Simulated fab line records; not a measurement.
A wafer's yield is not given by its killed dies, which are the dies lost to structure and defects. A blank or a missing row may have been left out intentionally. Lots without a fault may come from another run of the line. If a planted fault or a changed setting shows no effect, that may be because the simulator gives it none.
Check of tool commonality ; flow nandHarc ; Sample size 3 lots and 9 wafers

== WHY THIS WAS OPENED ==
On 3 of the 3 lots, a flag is raised at NHARC_END_SORT_01 on the reading killedAtPeriphery. No-fault wafers: 3.0, standard deviation 2.3.
Rule: a lot is flagged in two cases, either no wafer of it has a number, or all its wafers with numbers fall more than 4 standard deviations from that mean. As for the other lots, they are considered sound.

lot;measured;on;killedAtPeriphery, wafer by wafer;flag
L807;day 21 02:19;prober-01;634 642 627;FLAGGED
L809;day 22 04:41;prober-01;631 642 645;FLAGGED
L810;day 22 13:14;prober-02;622 629 635;FLAGGED
The numbers of the flagged lots are 634.1 on average: +631.1 against the usual, or +99 or more standard deviations.

== TOOL THAT RAN EACH LOT ==
2 process steps preceding the reading are held in the record, out of 1159 steps in the route. Read each cell as the tool, then ch plus the chambers that the sampled wafers visited, then the start.
lot;flag;NHARC_P_M1_DEP_00;NHARC_THIN_TSV_DEP_47
L807;FLAGGED;pecvd-02 ch 0,1,2, day 8 00:35;no row
L809;FLAGGED;pecvd-02 ch 1,2, day 8 18:38;no row
L810;FLAGGED;pecvd-02 ch 0,1,2, day 9 02:40;no row
What the steps here do:
- NHARC_P_M1_DEP_00: deposits SiOC, target thk 182.5 nm.
- NHARC_THIN_TSV_DEP_47: deposits SiO2, target thk 200 nm.
- NHARC_END_SORT_01

== FLAGGED OVER TOTAL, TOOL BY TOOL (the gauges that took the reading come last) ==
step;tool;lots run;flagged;share of the flagged lots;sound lots run after its first flagged lot
NHARC_P_M1_DEP_00;pecvd-02;3;3;all;0
NHARC_END_SORT_01;prober-01;2;2;some;0
NHARC_END_SORT_01;prober-02;1;1;some;0

== THE TABLE: WHAT IT ALLOWS ==
1 row of the table ran every flagged lot: pecvd-02 at NHARC_P_M1_DEP_00.
- pecvd-02 at NHARC_P_M1_DEP_00: 3 of its 3 lots flagged. Because this sample shows no sound lot run on it before its first flagged lot, the start cannot be pinned down more closely.
Left over: one tool, pecvd-02 at NHARC_P_M1_DEP_00.

== WHAT HAD BEEN PUT IN BY THE SIMULATOR ==
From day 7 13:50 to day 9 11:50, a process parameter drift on pecvd-02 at NHARC_P_M1_DEP_00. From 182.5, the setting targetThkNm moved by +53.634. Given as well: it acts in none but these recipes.
Struck lots among those shown: L807, L809, L810. This agrees with what the rule above found.
